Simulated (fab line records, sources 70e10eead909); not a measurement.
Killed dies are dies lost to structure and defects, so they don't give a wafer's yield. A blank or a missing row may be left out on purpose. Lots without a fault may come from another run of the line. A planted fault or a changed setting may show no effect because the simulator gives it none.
Chamber matching | flow nand_harc | NHARC_P_M1_DEP_33 on pecvd-04: 3 sister chambers
The step deposits SiCN, target thk 30 nm. 16 wafers are shown with their chamber, then 8 later ones without.

WAFERS WITH THEIR CHAMBER
wafer  | chamber | heater_power_outer_w (W) | heater_power_w (W)
L695.4 | 0       | 259                      | 494
L695.5 | 2       | 448                      | 710
L695.6 | 1       | 329                      | 593
L696.4 | 2       | 402                      | 685
L696.5 | 1       | 359                      | 631
L696.6 | 0       | 212                      | 440
L698.1 | 0       | 254                      | 492
L698.2 | 1       | 303                      | 535
L698.6 | 2       | 362                      | 612
L699.1 | 0       | 266                      | 510
L699.2 | 1       | 298                      | 550
L699.5 | 1       | 294                      | 532
L703.1 | 0       | 196                      | 410
L703.4 | 0       | 198                      | 419
L703.5 | 1       | 303                      | 555
L706.1 | 0       | 263                      | 498

SIGNATURES (means of the wafers above)
reading              | chamber 0 | chamber 1 | chamber 2 | scatter within a chamber
heater_power_outer_w | 235.43    | 314.33    | 404.00    | 31.6
heater_power_w       | 466.14    | 566.00    | 669.00    | 42.1
Rule: a wafer's distance from a chamber is the root of the sum, over the readings, of the square of ((its reading less the chamber's mean) divided by the reading's scatter). The wafer belongs to the nearest chamber; if the next one is less than 2 further off, it can't be placed. The scatter: the root of (the sum of the squares of (reading less its chamber's mean) over the shown wafers, divided by (wafers less chambers)).

WAFERS WITHOUT THEIR CHAMBER
wafer  | heater_power_outer_w (W) | heater_power_w (W)
L706.3 | 442                      | 721
L706.6 | 333                      | 603
L710.1 | 388                      | 664
L710.2 | 350                      | 608
L710.4 | 396                      | 661
L714.1 | 222                      | 441
L714.3 | 281                      | 527
L714.6 | 282                      | 529

WHICH CHAMBER EACH WENT THROUGH
wafer  | from the rows above     | in truth
L706.3 | 2                       | 2
L706.6 | can't be placed: 1 or 2 | 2
L710.1 | 2                       | 2
L710.2 | can't be placed: 1 or 2 | 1
L710.4 | 2                       | 2
L714.1 | 0                       | 0
L714.3 | can't be placed: 1 or 0 | 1
L714.6 | can't be placed: 1 or 0 | 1
Placed correctly: 4 of 8. Can't be placed from these rows: 4 (the true chamber is among the candidates in 4). Placed wrongly: 0.
